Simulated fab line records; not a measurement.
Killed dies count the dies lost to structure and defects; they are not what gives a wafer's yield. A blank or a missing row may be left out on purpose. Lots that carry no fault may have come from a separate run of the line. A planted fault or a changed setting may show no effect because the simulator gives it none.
Matching of chambers | flow nand harc | ald metal-03 running NHARC_A_WL_FILL_ALD_19: 4 sister chambers
The step deposits TiN, target thk 2 nm, pulse time 3 s, ald cycles 100. 16 wafers are shown with their chamber, then 8 later ones without.

WAFERS PAIRED WITH THEIR CHAMBERS
wafer  | chamber | heater power w (W) | precursor pulse height rel
L074.1 | 0       | 1006               | 0.966
L074.3 | 2       | 955                | 1.001
L074.6 | 3       | 976                | 1.019
L077.1 | 1       | 1027               | 1.027
L077.5 | 1       | 1030               | 0.965
L077.6 | 2       | 934                | 1.025
L078.1 | 0       | 989                | 1.020
L078.4 | 2       | 985                | 1.013
L078.6 | 0       | 1005               | 0.996
L080.2 | 0       | 999                | 0.980
L080.4 | 2       | 975                | 1.017
L080.6 | 2       | 964                | 0.977
L084.3 | 2       | 974                | 0.979
L084.5 | 1       | 1038               | 1.029
L084.6 | 0       | 1034               | 0.999
L089.1 | 2       | 955                | 0.999

SIGNATURES (averages over the wafers above)
reading                    | chamber 0 | chamber 1 | chamber 2 | chamber 3 | scatter within a chamber
heater power w             | 1006.60   | 1031.67   | 963.14    | 976.00    | 15.6
precursor pulse height rel | 0.99220   | 1.00700   | 1.00157   | 1.01900   | 0.023
Rule: for each reading, subtract the chamber's mean from the wafer's reading, divide by that reading's scatter and square the result; add these up over the readings and take the root, which gives the wafer's distance from the chamber. The wafer belongs to the nearest chamber; if the next one is less than 2 further off, it can't be placed. The scatter: the root of (the sum of the squares of (reading less its chamber's mean) over the shown wafers, divided by (wafers less chambers)).

WAFERS WITH NO CHAMBER GIVEN
wafer  | heater power w (W) | precursor pulse height rel
L089.2 | 994                | 1.029
L089.5 | 965                | 1.004
L091.1 | 1059               | 1.009
L091.3 | 963                | 1.004
L091.4 | 997                | 0.978
L094.3 | 974                | 1.023
L094.4 | 966                | 1.007
L094.6 | 1012               | 1.014

WHICH CHAMBER EACH ONE RAN IN
wafer  | from the rows above               | in truth
L089.2 | can't be placed: 3 or 0 or 2 or 1 | 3
L089.5 | can't be placed: 2 or 3           | 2
L091.1 | can't be placed: 1 or 0           | 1
L091.3 | can't be placed: 2 or 3           | 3
L091.4 | can't be placed: 0 or 3 or 2 or 1 | 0
L094.3 | can't be placed: 3 or 2           | 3
L094.4 | can't be placed: 2 or 3           | 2
L094.6 | can't be placed: 0 or 1 or 3      | 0
Placed correctly: 0 of 8. Can't be placed from these rows: 8 (the true chamber is among the candidates in 8). Placed wrongly: 0.
